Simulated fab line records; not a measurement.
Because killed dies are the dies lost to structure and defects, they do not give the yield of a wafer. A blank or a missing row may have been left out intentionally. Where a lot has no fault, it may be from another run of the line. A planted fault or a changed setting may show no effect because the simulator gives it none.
Struck lot and sound lot, side by side -- flow n5 finfet -- 37 steps out of a route of 1938
Sound: the wafers L217.1, L217.5, L217.6. Struck: wafers L202.1, L202.3, L202.4. At the end, the cause is stated.
At each step with rows: each side's tool, then ch and its chambers, then its first start. Under that, the readings that differ: sound wafers -- struck wafers -- difference of the means -- sigmas: that difference in standard deviations of wafers without a fault.
alike: same words and numbers on both sides, and readings whose means sit less than 2 such deviations apart. not compared: any withheld reading, any reading some wafer has no value for, any bound like >300 that may hide the same value, and any number with overlapping values for which the record gives no deviation.
A row with sigmas, a row that says differs or no value, or rows on one side alone: a step with any of these is where the two part. Numbers that have no deviation but don't overlap get no sigmas and don't part them. Lack of a reading on every wafer of one side parts them only where that side has two or more wafers.

first, 12 steps without rows for these wafers: N5_GATE_CUT_HM_OPEN_40 (chemistry C4F6/O2, target SiO2, target depth 139 nm, time 85.1 s); N5_GATE_CUT_STRIP_41 (strips in CF4); N5_GATE_CUT_STRIP_42 (strips in O2); N5_GATE_CUT_ETCH_19 (etches SiNx in CH3F/O2, target depth 53.7 nm, time 76.7 s); N5_GATE_CUT_CUT_ETCH_53 (etches W in SF6/Cl2, target depth 79.2 nm); N5_GATE_CUT_CUT_ETCH_54 (etches TiN in Cl2/BCl3, target depth 96.7 nm); N5_GATE_CUT_CUT_ETCH_55 (etches HfO2 in BCl3, target depth 3.2 nm); N5_GATE_CUT_ETCH_47 (etches SiO2 in Cl2/BCl3, target depth 10 nm); N5_GATE_CUT_VAPOR_ETCH_48 (etches TiN in BCl3/Cl2); N5_GATE_CUT_VAPOR_ETCH_49 (etches TiAlC in BCl3/Cl2); N5_GATE_CUT_VAPOR_ETCH_51 (etches HfO2 in BCl3/Cl2); N5_GATE_CUT_STRIP_21 (strips in N2/H2, time 30 s).
N5_GATE_CUT_STRIP_29: strips in post etch residue remover, time 60 s.
  sound on wet bench-02 ch 0,5,7, day 10 04:14; struck on wet bench-02 ch 2,5,6, day 6 08:12
then, 23 steps without rows for these wafers: N5_GATE_CUT_SRD_52 (time 30 s); N5_GATE_CUT_ALD_22 (deposits SiNx, target thk 16 nm, pulse time 1 s, ald cycles 320); N5_GATE_CUT_CMP_23 (polishes, stops on SiO2, t overpolish 23.4 s, target thk 16 nm); N5_GATE_CUT_CMP_43 (polishes SiO2); N5_GATE_CUT_CMP_61 (polishes, stops on SiNx, t overpolish 3 s); N5_MOL_CONTACT_COAG_COAT_103 (time 60 s, resist thk 80 nm); N5_MOL_CONTACT_COAG_COAT_104 (time 60 s, resist thk 12 nm); N5_MOL_CONTACT_COAG_COAT_58 (time 60 s, resist thk 10 nm); N5_MOL_CONTACT_COAG_COAT_02 (resist thk 30 nm); N5_MOL_CONTACT_COAG_EBR_04; N5_MOL_CONTACT_COAG_SOFTBAKE_03 (time 60 s); N5_MOL_CONTACT_COAG_EXPOSE_05 (exposes mask CA, defocus 0 nm); N5_MOL_CONTACT_COAG_PEB_06 (peb time 60 s); N5_MOL_CONTACT_COAG_DEVELOP_07 (develop time 30 s); N5_MOL_CONTACT_COAG_DESCUM_13 (chemistry O2, time 7 s); N5_MOL_CONTACT_COAG_ETCH_59 (etches underlayer in N2/H2, target depth 13 nm, time 10.4 s); N5_MOL_CONTACT_COAG_ETCH_105 (etches SiARC in CF4, target depth 15.6 nm, time 26 s); N5_MOL_CONTACT_COAG_ETCH_106 (etches SOC in N2/H2, target depth 80 nm, overetch 16 nm, time 120 s); N5_MOL_CONTACT_COAG_STRIP_107 (strips in N2/H2); N5_MOL_CONTACT_COAG_STRIP_108 (strips in N2/H2); N5_MOL_CONTACT_COAG_CONTACT_ETCH_14 (etches SiO2 in C4F6/O2, target depth 27.5 nm, overetch 8.5 nm, time 20 s); N5_MOL_CONTACT_COAG_STRIP_109 (strips in C4F6/O2); N5_MOL_CONTACT_COAG_ETCH_15 (etches SiNx in CH3F/O2, stops on Si:P, target depth 7 nm).
-- the record jumps here: 8 days lie between the struck wafers' starts before and after (it left off in module MOL_CONTACT_COAG and takes up again in module PASSIVATION, whose first step shown is number 1936 of the route) --
N5_PASSIVATION_PROBE_49:
  sound: prober-01 at day 18 13:55; struck: prober-02 at day 14 17:19
reading,sound,struck,difference,sigmas
defect limited yield (%),91.6 90.8 92.2,83.2 86.4 84.9,-6.7,-4
killed at front end,48 38 23,152 114 131,+96,+7
killed dies,99 108 92,198 161 178,+79,+4
sort_bin_5_function (%),5.0 5.5 4.2,11.1 8.8 9.7,+5.0,+5
sort n pass,1081 1072 1088,982 1019 1002,-79,-4
sort yield pct (%),91.6 90.8 92.2,83.2 86.4 84.9,-6.7,-4
  alike: killed_at_M0_to_M3, killed_at_M4_up, killed at contacts, killed at other, killed open, killed short, sort_bin_6_memory, sort_bin_8_speed

WHERE THEY PART
Only at N5_PASSIVATION_PROBE_49, as far as this record shows.

WHY: whatever the simulator had introduced
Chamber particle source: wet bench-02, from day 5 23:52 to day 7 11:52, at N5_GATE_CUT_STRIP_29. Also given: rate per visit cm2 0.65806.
